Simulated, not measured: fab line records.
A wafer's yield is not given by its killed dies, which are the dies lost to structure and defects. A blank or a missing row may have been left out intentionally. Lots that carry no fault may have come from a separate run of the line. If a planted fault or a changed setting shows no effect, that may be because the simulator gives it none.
fab line records | flow n5_finfet
record: lots: 4 | wafers: 12 | last_day: 18
route steps=1938 shown BEOL_M1@831 BEOL_M2@841 BEOL_M4@1111 PASSIVATION@1936
lots that met no fault: taken from a fault-free run of the same line
start_h: hours from the record's first day to the start of the lot's first wafer shown | wait_h: time in hours since the lot's previous step | " as in the row above | L1.1+2: a row that stands for several wafers | - no value, or no start was given | * or withheld: withheld | < > ~ a bound
route shown NAME@n: a module of which the file shows steps, and the number in the route of the first | usual: mean/standard deviation taken from wafers without a fault | same: alike in all rows | chamber/n: place in a boat | sites: the reading at each site | _std_site: the standard deviation of these | _edge_site: mean of outer sites minus mean of inner sites | radius_mm: how far each site lies from the wafer's centre | mask NAME#n: copy n | behind: the tool/chamber that last shaped the wafer | hold: cause of the lot's hold/its duration in hours/its outcome | device: the transistor (n, p or np) that didn't switch | end of line: at the end of the route, the tests of the same wafers | a step with no rows: only its recipe | killed: dies lost to structure and defects at the first sort, not the wafer's yield | map: per-die view of a wafer (x killed, . not killed, _ where there is no die)
set.NAME: the setting the step ran with; set.NAME@STEP: the setting that earlier step ran with | model.NAME: the simulator's own value behind a step, which no gauge read
lots seen at some steps along the route; tables by step, rows by wafer
services: when a tool's chamber went out of use (start_h, in hours from the record's first day, below 0 if earlier), for how many hours, and the reason
== steps ==
step: N5_BEOL_M1_ECD_50
recipe: material: Cu | target_thk_a: 3000
step: N5_BEOL_M1_ANNEAL_51
recipe: temp_c: 225 | time_s: 90 | ambient: N2
step: N5_BEOL_M1_CMP_52
recipe: stop_on: SiOC | t_overpolish_s: 6.8 | down_force_psi: 1 | platen_rpm: 50 | clearing_platen_down_force_psi: 1.5 | clearing_platen_rpm: 50 | post_cmp_clean: cu_alkaline | target_thk_nm: 40 | clearing_platen_pad_velocity_m_s: 0.99484 | pad_velocity_m_s: 0.99484
step: N5_BEOL_M1_PRE_CLEAN_60
recipe: gas: NH3/H2 | time_s: 15 | temp_c: * | rf_power_w: 300
step: N5_BEOL_M1_CO_CAP_55
recipe: material: Co | target_thk_a: 20 | temp_c: 200 | precursor: CCTBA/H2 | pressure_torr: 30 | time_s: 102.1
step: N5_BEOL_M1_PRE_CLEAN_56
recipe: gas: NH3 | time_s: 15 | temp_c: withheld | rf_power_w: 300
step: N5_BEOL_M1_DEP_57
recipe: material: SiCN | target_thk_a: 80 | temp_c: withheld | precursor: 3MS/NH3 | pressure_torr: 3 | rf_w: 202 | time_s: 14
step: N5_BEOL_M2_ILD_DEP_00
recipe: material: SiOC | target_thk_a: 790 | temp_c: 350 | precursor: DEMS/O2 | pressure_torr: 5 | rf_w: 500 | time_s: 15.3
step: N5_BEOL_M2_PECVD_72
recipe: material: SiO2 | target_thk_a: 160 | temp_c: 400 | precursor: TEOS/O2 | pressure_torr: 5.5 | rf_w: 450 | teos_flow_sccm: 53.8 | gas: O2 | flow_sccm: 3000 | time_s: 18
usual: chamber_pressure_Torr: 5.498/0.013 | heater_power_outer_w: 427/73 | heater_power_w: 729/90 | showerhead_plenum_p_Torr: 8.79/0.062 | throttle_valve_pct: 22.4/0.41
lot.wafer | tool     | chamber | start_h | wait_h | chamber_pressure_Torr | heater_power_outer_w | heater_power_w | showerhead_plenum_p_Torr | throttle_valve_pct
L608.1    | pecvd-02 | 2       | 195.67  | 0.0    | -                     | -                    | -              | -                        | -
L608.3    | "        | 0       | "       | "      | -                     | -                    | -              | -                        | -
L608.4    | "        | 0       | "       | "      | -                     | -                    | -              | -                        | -
L607.1    | pecvd-04 | 2       | 195.81  | 0.0    | -                     | -                    | -              | -                        | -
L607.2    | "        | 1       | "       | "      | -                     | -                    | -              | -                        | -
L607.3    | "        | 0       | "       | "      | -                     | -                    | -              | -                        | -
L612.2    | pecvd-01 | 1       | 230.40  | 0.0    | 5.468                 | 354                  | 639            | 8.72                     | 23.2
L612.3    | "        | 2       | "       | "      | 5.482                 | 508                  | 814            | 8.70                     | 21.7
L612.4    | "        | 0       | "       | "      | 5.477                 | 358                  | 642            | 8.73                     | 22.7
L619.3    | pecvd-02 | 0       | 266.12  | 0.0    | 5.482                 | 438                  | 757            | 8.91                     | 22.2
L619.5    | "        | 0       | "       | "      | 5.512                 | 441                  | 778            | 8.88                     | 22.3
L619.6    | "        | 2       | "       | "      | 5.496                 | 374                  | 677            | 8.78                     | 22.4
step: N5_BEOL_M2_HM_DEP_02
recipe: material: TiN | target_thk_a: 200 | temp_c: 25 | chamber_pressure_pa: 0.49996
step: N5_BEOL_M2_COAT_61
recipe: resist: SOC | temp_c: 250 | time_s: 60 | spin_rpm: 1500 | resist_thk_nm: 60
step: N5_BEOL_M2_COAT_62
recipe: resist: SiARC | temp_c: 220 | time_s: 60 | spin_rpm: 1500 | resist_thk_nm: 12
step: N5_BEOL_M2_COAT_73
recipe: resist: underlayer | temp_c: 205 | time_s: 60 | spin_rpm: 1500 | resist_thk_nm: 5
step: N5_BEOL_M2_COAT_05
recipe: resist: CAR-EUV | spin_rpm: 1500 | resist_thk_nm: 30
step: N5_BEOL_M2_EBR_07
recipe: solvent: PGMEA | ebr_width_mm: 1.5
step: N5_BEOL_M2_SOFTBAKE_06
recipe: temp_c: 110 | time_s: 60 | resist: CAR-EUV
step: N5_BEOL_M2_EXPOSE_08
recipe: mask_id: M2 | na: 0.33 | source_shape: dipole | sigma_inner: 0.369 | sigma_outer: 0.767 | polarization: unpolarized | dose_mj: 41.25
step: N5_BEOL_M2_PEB_09
recipe: peb_temp_c: 100 | peb_time_s: 60 | resist: CAR-EUV
step: N5_BEOL_M2_DEVELOP_10
recipe: develop_time_s: 30 | developer: TMAH | resist: CAR-EUV | rinse_liquid: surfactant_rinse | dry: air_spin | dev_temp_c: 23
step: N5_BEOL_M2_DESCUM_16
recipe: chemistry: O2 | time_s: 7 | source_power_w: 50 | bias_power_w: 20 | pressure_mtorr: 20 | rf_frequency_hz: 2.712e+07 | temp_c: 40 | resist: CAR-EUV | o2_flow_sccm: 225
step: N5_BEOL_M2_ETCH_74
recipe: chemistry: N2/H2 | target: underlayer | target_depth_a: 65 | mask_material: CAR-EUV | time_s: 5.2 | ion_energy_ev: 200 | pressure_mtorr: 30 | source_w: 840 | bias_w: 150 | n2_flow_sccm: 200 | h2_flow_sccm: 200 | ends: cleared
step: N5_BEOL_M2_ETCH_63
recipe: chemistry: CF4 | target: SiARC | target_depth_a: 156 | mask_material: CAR-EUV | time_s: 26 | ion_energy_ev: 80 | pressure_mtorr: 40 | source_w: 545 | bias_w: 36 | Ar_flow_sccm: 100 | cf4_flow_sccm: 100 | ends: cleared
step: N5_BEOL_M2_ETCH_64
recipe: chemistry: N2/H2 | target: SOC | target_depth_a: 750 | overetch_a: 225 | mask_material: SiARC | temp_c: 40 | time_s: 121.9 | ion_energy_ev: 200 | pressure_mtorr: 30 | source_w: 840 | bias_w: 150 | n2_flow_sccm: 200 | h2_flow_sccm: 200
step: N5_BEOL_M2_STRIP_65
recipe: chemistry: N2/H2 | temp_c: 40 | n2_flow_sccm: 200 | h2_flow_sccm: 200 | rf_frequency_hz: 6e+07
step: N5_BEOL_M2_STRIP_75
recipe: chemistry: N2/H2 | temp_c: 40 | n2_flow_sccm: 200 | h2_flow_sccm: 200 | rf_frequency_hz: 6e+07
step: N5_BEOL_M2_STRIP_66
recipe: chemistry: CF4 | resist: SiARC | power_w: 300 | bias_power_w: 75 | pressure_mtorr: 50 | cf4_flow_sccm: 150 | rf_frequency_hz: 6e+07
step: N5_BEOL_M2_HM_OPEN_17
recipe: chemistry: Cl2/BCl3 | target_depth_a: 200 | overetch_a: 60 | target: TiN | mask_material: SOC | ion_energy_ev: 150 | pressure_mtorr: 10 | icp_w: 1000 | bias_w: 126 | Cl2_flow_sccm: 53.25 | bcl3_flow_sccm: 21.75 | Ar_flow_sccm: 25
step: N5_BEOL_M2_STRIP_19
recipe: chemistry: O2 | power_w: 400 | temp_c: 40 | pressure_mtorr: 30 | rf_frequency_hz: 6e+07 | bias_power_w: 0 | overash_fraction: 0.2 | o2_flow_sccm: 225
step: N5_BEOL_M2_COAT_67
recipe: resist: SOC | temp_c: 250 | time_s: 60 | spin_rpm: 1500 | resist_thk_nm: 60
step: N5_BEOL_M2_COAT_68
recipe: resist: SiARC | temp_c: 220 | time_s: 60 | spin_rpm: 1500 | resist_thk_nm: 12
step: N5_BEOL_M2_COAT_76
recipe: resist: underlayer | temp_c: 205 | time_s: 60 | spin_rpm: 1500 | resist_thk_nm: 5
step: N5_BEOL_M2_COAT_22
recipe: resist: CAR-EUV | spin_rpm: 1500 | resist_thk_nm: 30
step: N5_BEOL_M2_EBR_24
recipe: solvent: PGMEA | ebr_width_mm: 1.5
step: N5_BEOL_M2_SOFTBAKE_23
recipe: temp_c: 110 | time_s: 60 | resist: CAR-EUV
step: N5_BEOL_M4_RC_MEAS_101
usual: DIBL_N: 35.3/1.8 | DIBL_P: 35.2/2.2 | IOFF_N: 0.144/0.029 | IOFF_P: 0.19/0.031 | ION_N: 670/12 | ION_P: 460/7.6 | SS_N: 71.2/0.62 | SS_P: 73.0/0.69 | VT_N: 251/3.4 | VT_P: -251.4/2.6
lot.wafer | tool      | chamber | start_h | wait_h | DIBL_N[mV/V] | DIBL_P[mV/V] | IOFF_N[nA/um] | IOFF_P[nA/um] | ION_N[uA/um] | ION_P[uA/um] | SS_N[mV/dec] | SS_P[mV/dec] | VT_N[mV] | VT_P[mV]
L607.1    | prober-01 | 0       | 245.08  | 0.0    | 30.7         | 28.8         | 0.083         | 0.12          | 656          | 456          | 70.0         | 70.9         | 254      | -255.6
L607.2    | "         | 0       | "       | "      | 35.3         | 34.9         | 0.142         | 0.18          | 673          | 461          | 70.5         | 72.4         | 250      | -253.6
L607.3    | "         | 0       | "       | "      | 35.5         | 36.4         | 0.160         | 0.20          | 699          | 479          | 70.9         | 73.1         | 246      | -251.4
L608.1    | prober-02 | 0       | 245.57  | 0.0    | 35.0         | 33.5         | 0.117         | 0.18          | 659          | 461          | 70.2         | 72.9         | 254      | -252.9
L608.3    | "         | 0       | "       | "      | 36.1         | 34.5         | 0.134         | 0.19          | 666          | 456          | 71.6         | 73.2         | 253      | -251.0
L608.4    | "         | 0       | "       | "      | 35.9         | 34.3         | 0.125         | 0.18          | 652          | 449          | 70.7         | 72.4         | 254      | -253.4
L612.2    | prober-02 | 0       | 280.35  | 0.2    | 36.1         | 36.2         | 0.176         | 0.20          | 683          | 466          | 71.4         | 72.9         | 247      | -247.2
L612.3    | "         | 0       | "       | "      | 37.5         | 38.8         | 0.196         | 0.25          | 680          | 462          | 72.0         | 74.0         | 248      | -248.1
L612.4    | "         | 0       | "       | "      | 39.8         | 40.5         | 0.249         | 0.26          | 678          | 454          | 72.7         | 74.2         | 246      | -248.5
L619.3    | prober-01 | 0       | 324.62  | 0.3    | 37.0         | 36.2         | 0.164         | 0.20          | 662          | 454          | 71.0         | 72.8         | 251      | -248.7
L619.5    | "         | 0       | "       | "      | 34.9         | 34.8         | 0.121         | 0.19          | 650          | 453          | 71.0         | 72.2         | 255      | -249.4
L619.6    | "         | 0       | "       | "      | 37.3         | 37.1         | 0.172         | 0.22          | 663          | 456          | 71.1         | 73.3         | 250      | -248.1
step: N5_PASSIVATION_PROBE_49
usual: defect_limited_yield: 91.0/1.4 | killed_at_M0_to_M3: 36/10 | killed_at_M4_up: 15/5 | killed_at_contacts: 12/6.1 | killed_at_front_end: 40/13 | killed_at_other: 3.8/2.9 | killed_dies: 106/16 | killed_on_rim: 14/4.1 | killed_open: 68/12 | killed_short: 35/8.2 | sort_bin_5_function: 5.2/0.9 | sort_bin_6_memory: 3.4/0.71 | sort_bin_8_speed: 0.0/0.46 | sort_n_pass: 1073/17 | sort_yield_pct: 91.0/1.5
same: gross_dies: 1180 | killed_at_back_side: 0 | sort_bin_4_leakage[%]: 0
lot.wafer | tool      | chamber | start_h | wait_h | defect_limited_yield[%] | killed_at_M0_to_M3 | killed_at_M4_up | killed_at_contacts | killed_at_front_end | killed_at_other | killed_dies | killed_on_rim | killed_open | killed_short | sort_bin_5_function[%] | sort_bin_6_memory[%] | sort_bin_8_speed[%] | sort_n_pass | sort_yield_pct[%]
L607.1    | prober-02 | -       | 364.42  | 0.0    | 62.1                    | 396                | 13              | 8                  | 26                  | 4               | 447         | 120           | 74          | 23           | 34.9                   | 2.8                  | 0                   | 733         | 62.1
L607.2    | prober-02 | -       | 364.47  | 0.1    | 63.6                    | 365                | 9               | 21                 | 31                  | 4               | 430         | 115           | 77          | 37           | 31.8                   | 4.3                  | 0                   | 750         | 63.6
L607.3    | prober-02 | -       | 364.52  | 0.1    | 64.4                    | 379                | 10              | 10                 | 20                  | 1               | 420         | 19            | 56          | 38           | 32.7                   | 2.8                  | 0                   | 760         | 64.4
L608.1    | prober-02 | -       | 376.77  | 0.0    | 66.4                    | 327                | 10              | 9                  | 49                  | 2               | 397         | 91            | 61          | 26           | 30.1                   | 3.6                  | 0                   | 783         | 66.4
L608.3    | prober-02 | -       | 376.87  | 0.1    | 66.3                    | 347                | 11              | 13                 | 25                  | 2               | 398         | 93            | 48          | 25           | 31.4                   | 2.1                  | 0                   | 782         | 66.3
L608.4    | prober-02 | -       | 376.92  | 0.2    | 64.8                    | 360                | 11              | 7                  | 35                  | 2               | 415         | 86            | 62          | 38           | 31.8                   | 3.3                  | 0.1                 | 764         | 64.7
L612.2    | prober-02 | -       | 395.79  | 0.1    | 91.2                    | 43                 | 15              | 8                  | 35                  | 3               | 104         | 11            | 66          | 35           | 5.1                    | 3.6                  | 0                   | 1076        | 91.2
L612.3    | prober-02 | -       | 395.84  | 0.1    | 91.7                    | 39                 | 18              | 9                  | 29                  | 3               | 98          | 14            | 62          | 30           | 5.2                    | 2.5                  | 0                   | 1082        | 91.7
L612.4    | prober-02 | -       | 395.89  | 0.2    | 90.4                    | 50                 | 22              | 28                 | 12                  | 1               | 113         | 9             | 79          | 33           | 5.8                    | 3.4                  | 0                   | 1067        | 90.4
L619.3    | prober-01 | -       | 442.52  | 0.1    | 92.1                    | 15                 | 19              | 15                 | 34                  | 10              | 93          | 12            | 63          | 23           | 4.7                    | 3.1                  | 0                   | 1087        | 92.1
L619.5    | prober-01 | -       | 442.62  | 0.2    | 91.9                    | 31                 | 15              | 9                  | 33                  | 8               | 96          | 12            | 61          | 32           | 5.2                    | 2.5                  | 0                   | 1084        | 91.9
L619.6    | prober-01 | -       | 442.67  | 0.3    | 89.8                    | 42                 | 20              | 20                 | 35                  | 3               | 120         | 16            | 83          | 31           | 4.9                    | 5.0                  | 0                   | 1060        | 89.8
killed by level:class
L607.1 BEOL_M2:area_pecvd=348 BEOL_M2:geometric_particle:open=32 FIN_SAQP:geometric_particle:short=6 STI_FIN_REVEAL:geometric_particle:open=6 MOL_CONTACT_COAG:geometric_particle:open=5 BEOL_M4:geometric_particle:open=5 BEOL_M0_SAQP:geometric_particle:short=4 BEOL_M1:geometric_particle:open=4
L607.2 BEOL_M2:area_pecvd=315 MOL_CONTACT_COAG:geometric_particle:open=17 BEOL_M0_SAQP:geometric_particle:short=14 BEOL_M3:geometric_particle:open=13 BEOL_M2:geometric_particle:open=8 BEOL_M0_SAQP:geometric_particle:open=6 BEOL_M1:geometric_particle:open=6 STARTING-WAFER:geometric_particle:open=6
L607.3 BEOL_M2:area_pecvd=325 BEOL_M0_SAQP:geometric_particle:short=15 BEOL_M2:geometric_particle:open=10 MOL_CONTACT_COAG:geometric_particle:open=9 BEOL_M0_SAQP:geometric_particle:open=9 BEOL_M1:geometric_particle:open=8 BEOL_M3:geometric_particle:open=5 ILD0:geometric_particle:short=3
L608.1 BEOL_M2:area_pecvd=307 STI_FIN_REVEAL:geometric_particle:open=12 BEOL_M0_SAQP:geometric_particle:open=11 MOL_CONTACT_COAG:geometric_particle:open=8 STARTING-WAFER:geometric_particle:open=5 FIN_SAQP:geometric_particle:open=4 STI_FIN_REVEAL:geometric_particle:short=4 GATE_CUT:geometric_particle:short=4
L608.3 BEOL_M2:area_pecvd=323 MOL_CONTACT_COAG:geometric_particle:open=10 BEOL_M0_SAQP:geometric_particle:short=7 FIN_SAQP:geometric_particle:short=5 DUMMY_GATE:geometric_particle:open=4 BEOL_M0_SAQP:geometric_particle:open=4 BEOL_M2:geometric_particle:open=4 BEOL_M3:geometric_particle:open=4
L608.4 BEOL_M2:area_pecvd=313 BEOL_M0_SAQP:geometric_particle:short=15 BEOL_M0_SAQP:geometric_particle:open=15 STI_FIN_REVEAL:geometric_particle:open=6 DUMMY_GATE:geometric_particle:open=6 MOL_CONTACT_COAG:geometric_particle:open=5 BEOL_M3:geometric_particle:open=5 GATE_CUT:geometric_particle:short=4
L612.2 BEOL_M2:geometric_particle:open=10 MOL_CONTACT_COAG:geometric_particle:open=7 BEOL_M4:geometric_particle:open=7 ILD0:geometric_particle:short=6 ILD0:geometric_particle:open=6 BEOL_M1:geometric_particle:short=6 FIN_SAQP:geometric_particle:open=5 BEOL_M0_SAQP:geometric_particle:short=5
L612.3 BEOL_M4:geometric_particle:open=10 BEOL_M2:geometric_particle:open=9 MOL_CONTACT_COAG:geometric_particle:open=8 BEOL_M3:geometric_particle:open=8 FIN_SAQP:geometric_particle:short=4 BEOL_M0_SAQP:geometric_particle:open=4 BEOL_M1:geometric_particle:open=4 BEOL_M2:geometric_particle:short=4
L612.4 MOL_CONTACT_COAG:geometric_particle:open=22 BEOL_M2:geometric_particle:open=14 BEOL_M4:geometric_particle:open=11 BEOL_M3:geometric_particle:open=11 MOL_CONTACT_COAG:geometric_particle:short=5 BEOL_M1:geometric_particle:open=5 BEOL_M4:geometric_particle:short=5 BEOL_M0_SAQP:geometric_particle:short=4
L619.3 BEOL_M4:geometric_particle:open=15 MOL_CONTACT_COAG:geometric_particle:open=12 FIN_SAQP:geometric_particle:open=11 STI_FIN_REVEAL:geometric_particle:open=6 FIN_SAQP:geometric_particle:short=5 MOL_CONTACT_COAG:geometric_particle:short=3 BEOL_M3:geometric_particle:open=3 BEOL_M0_SAQP:geometric_particle:open=3
L619.5 BEOL_M4:geometric_particle:open=9 BEOL_M2:geometric_particle:open=7 PASS1_DEP:geometric_particle:open=6 BEOL_M3:geometric_particle:open=6 FIN_SAQP:geometric_particle:open=5 FIN_SAQP:geometric_particle:short=5 ILD0:geometric_particle:short=5 MOL_CONTACT_COAG:geometric_particle:open=5
L619.6 MOL_CONTACT_COAG:geometric_particle:open=18 BEOL_M0_SAQP:geometric_particle:open=12 BEOL_M4:geometric_particle:open=11 BEOL_M0_SAQP:geometric_particle:short=10 FIN_SAQP:geometric_particle:open=7 BEOL_M3:geometric_particle:open=7 DUMMY_GATE:geometric_particle:open=5 BEOL_M4:geometric_particle:short=5
map L607.1 (x killed, . not)
_________________xx.xxxxxxxxx________________
______________xx..x.xxxx.xxxxxx._____________
___________x..x.xxxxx..xx.xx.x..xxx__________
__________x.xxxxxxx...xx..x.xxxx.xx._________
________.xxxx.x.xx.x......x......xxxxx_______
_______..x..xx.x..x......x........x.xxx______
______xx.x..x.................x....x.xxx_____
_____.x..xx.xx.x............x......xxxx..____
____xxxxxx.x.x..................x.x....xxx___
___.xxxxx.x.......................x..xxxxxx__
___.xx..x.x..........x....x....x.x.......xx__
__.xx.....x..............x.x....x.......xxxx_
__xxx....x...x......x.............xx...x.xx._
_xx.x..x......x........x...x....x....x..x..xx
_xxxxxx....................x....xx...x...xxxx
_xx.......x...............x.x..x.........xxxx
_xx......x...........x.x..........xx.x.xxxxx.
_xxxxx.x........x..........x........x....x.xx
_xxxxx.xx............x....x...x.......x....xx
_...x.xx.....x.............x.x...x.x.x.xxxxxx
_x.xx.x....xx...........x..x........xx...xxxx
__x.xx.xxx.............................x.xxx_
__..xx.x....................x.x....x...xxxxx_
___xxx..xx.x..............x......x..x...xxx__
___xxxx..x.......x......x..........x..xxxxx__
____xxxxx......x.....x......x.xxx.xx...xx.___
_____xxxxxx...xx...........xxx.....x..xx.____
______xxxx.x.x......xx.........x...x..xx_____
_______xxxxxx..x.x...xxxx.....x.xxxx.xx______
________xxxxxxx.x..xxxx.xxxx.xx..x.xxx_______
__________.xxxxxxxxxx.x..xxx.xx...xx_________
___________xx.xx.x.xxxxxxxx...xxxxx__________
______________..xxxxxxxx.x..x.xx_____________
_________________xxxxxxxxxxx.________________
map L608.4 (x killed, . not)
_________________xxx.xxx..x.x________________
______________xxxxxxxxxx.xxxxx.x_____________
___________xxx.xxxxxxx.x.xxxxx....x__________
__________xxxxxxx.xx...x..xxxx....x._________
________xxxxxx.xxxxx..xx...xx.x...x.x._______
_______xxx..xxxx..x.........x.......x..______
______xxxxxx.xx.xxx..x.....x.x.....xxx.._____
_____x.xxx.x.....x..x.x...x......xxx....x____
____xxxxx.xx..x.xxxx.x...x.............xxx___
___xxxx.xxxx..x.....xx...........x.....x...__
___xxxxx...x.............x...x...........x.__
__x.xxx.xxx..........x...x.........xx......._
__xxxxxxxxxx.x.xx..x....x.x...............x._
_xx.xxxxxxx..x.x......x.......x..x...........
_xxxxxxxx..x......x.........x......xxx.x..xxx
_xxxxxxx......x...x....x.................x...
_xx.xx.x.x..x...x.....xx..........x..x.......
_x.xxx.x..x............x.....x..........x...x
_xxxxx.x.x.x..............x..............x.xx
_xxxxxxxxx..........x..............x.........
_.x.x..xxx......x.......................x....
__xxx..x...x..............x.x.........x....._
__.xxx..xx....xxx.................x......x.._
___xxxxxxx..xxx........x......x............__
___x.xxx.x.x.........x................x.x..__
____xxxx.xxxxx...............x.....x.x....___
_____xxxx.x..x....x....x......x.........x____
______x..xx.xxx.xx..x.xx.........xx....._____
_______.x.xx.x.x.xxx...xx......xx....xx______
________xxxxx.xx....xx......xx.......x_______
__________xxxxx....x..x..x....x..xx._________
___________x.xxxx..x.xxxx..x.x.x.x.__________
______________...x..xxx.x.xx..xx_____________
_________________.xx.....xx.x________________
== services ==
tool     | chamber | start_h | hours | kind
pecvd-01 | 2       | 180.45  | 5.6   | repair
pecvd-02 | 0       | 183.44  | 5.5   | scheduled_down
pecvd-04 | 2       | 202.38  | -     | clean
pecvd-04 | 2       | 202.38  | -     | consumable_replace:showerhead
pecvd-04 | 2       | 202.38  | 29.0  | scheduled_down
pecvd-04 | 2       | 202.38  | 29.0  | vent_cycle
pecvd-02 | 0       | 203.83  | 5.4   | repair
pecvd-04 | 1       | 208.68  | 11.0  | repair
pecvd-04 | 1       | 225.93  | 2.8   | repair
pecvd-04 | -       | 238.23  | 6.0   | pm
pecvd-02 | -       | 241.79  | 2.8   | pm
pecvd-01 | 1       | 243.93  | 5.5   | scheduled_down
pecvd-04 | 0       | 255.89  | 2.1   | scheduled_down
== key ==
first_sign: step: N5_BEOL_M2_PECVD_72 | reading: tool_record | direction: missing
effect: step: N5_PASSIVATION_PROBE_49 | reading: killed_at_M0_to_M3 | direction: up | sigmas: 32 | usual: 36 | struck: 362
more_kills_born_at: N5_BEOL_M2_PECVD_72@pecvd-04: 988 | N5_BEOL_M2_PECVD_72@pecvd-02: 943
met_at N5_BEOL_M2_PECVD_72
struck_wafers L607.1,L607.2,L607.3,L608.1,L608.3,L608.4
fault: kind: skipped_step_whole | tool: pecvd-02,pecvd-04 | chamber: - | onset_h: 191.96 | steps: N5_BEOL_M2_PECVD_72 | scope: struck_lots_only
